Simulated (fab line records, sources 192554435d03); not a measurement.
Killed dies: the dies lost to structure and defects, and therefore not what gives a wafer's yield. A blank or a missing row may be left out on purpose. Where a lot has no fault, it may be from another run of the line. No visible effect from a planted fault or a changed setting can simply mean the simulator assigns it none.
Chamber matching :: flow n5_finfet :: N5_PASSIVATION_PECVD_00 on pecvd-03: 3 sister chambers
The step deposits SiO2 from SiH4/N2O, target thk 200 nm, time 11.2 s. 6 wafers are shown with their chamber, then 8 later ones without.

WAFERS, EACH WITH ITS CHAMBER
wafer: L082.4
chamber: 0
showerhead_plenum_p_Torr (Torr): 8.35
heater_power_w (W): 834

wafer: L082.5
chamber: 1
showerhead_plenum_p_Torr (Torr): 8.25
heater_power_w (W): 652

wafer: L083.2
chamber: 2
showerhead_plenum_p_Torr (Torr): 8.39
heater_power_w (W): 665

wafer: L083.5
chamber: 0
showerhead_plenum_p_Torr (Torr): 8.35
heater_power_w (W): 780

wafer: L083.6
chamber: 1
showerhead_plenum_p_Torr (Torr): 8.24
heater_power_w (W): 585

wafer: L084.2
chamber: 2
showerhead_plenum_p_Torr (Torr): 8.37
heater_power_w (W): 692

WAFERS WITH NO CHAMBER GIVEN
wafer: L084.3
showerhead_plenum_p_Torr (Torr): 8.36
heater_power_w (W): 813

wafer: L084.6
showerhead_plenum_p_Torr (Torr): 8.25
heater_power_w (W): 674

wafer: L095.2
showerhead_plenum_p_Torr (Torr): 8.36
heater_power_w (W): 688

wafer: L095.3
showerhead_plenum_p_Torr (Torr): 8.25
heater_power_w (W): 532

wafer: L095.4
showerhead_plenum_p_Torr (Torr): 8.23
heater_power_w (W): 553

wafer: L097.3
showerhead_plenum_p_Torr (Torr): 8.38
heater_power_w (W): 764

wafer: L097.5
showerhead_plenum_p_Torr (Torr): 8.35
heater_power_w (W): 766

wafer: L097.6
showerhead_plenum_p_Torr (Torr): 8.23
heater_power_w (W): 658

THE CHAMBER EACH PASSED THROUGH
wafer: L084.3
from the rows above: 0
in truth: 0

wafer: L084.6
from the rows above: 1
in truth: 1

wafer: L095.2
from the rows above: can't be placed: 2 or 0
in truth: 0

wafer: L095.3
from the rows above: 1
in truth: 1

wafer: L095.4
from the rows above: 1
in truth: 1

wafer: L097.3
from the rows above: can't be placed: 2 or 0
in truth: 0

wafer: L097.5
from the rows above: 0
in truth: 0

wafer: L097.6
from the rows above: 1
in truth: 1
Correct placement for 6 of the 8. From these rows, 2 cannot be placed; in 2 the true chamber is one of the candidates. Wrongly placed: 0.
How it was worked out, from the rows above alone: a wafer's distance from a chamber is the root of the sum, over the readings, of the square of ((its reading less the chamber's mean) divided by the reading's scatter). If the next closest chamber is less than 2 further off than the closest, the wafer can't be placed; otherwise it belongs to the closest. A chamber's mean is the mean of its shown wafers. The scatter: take each reading less its chamber's mean, square it, sum over the shown wafers, divide by the number of wafers less the number of chambers, and take the root.
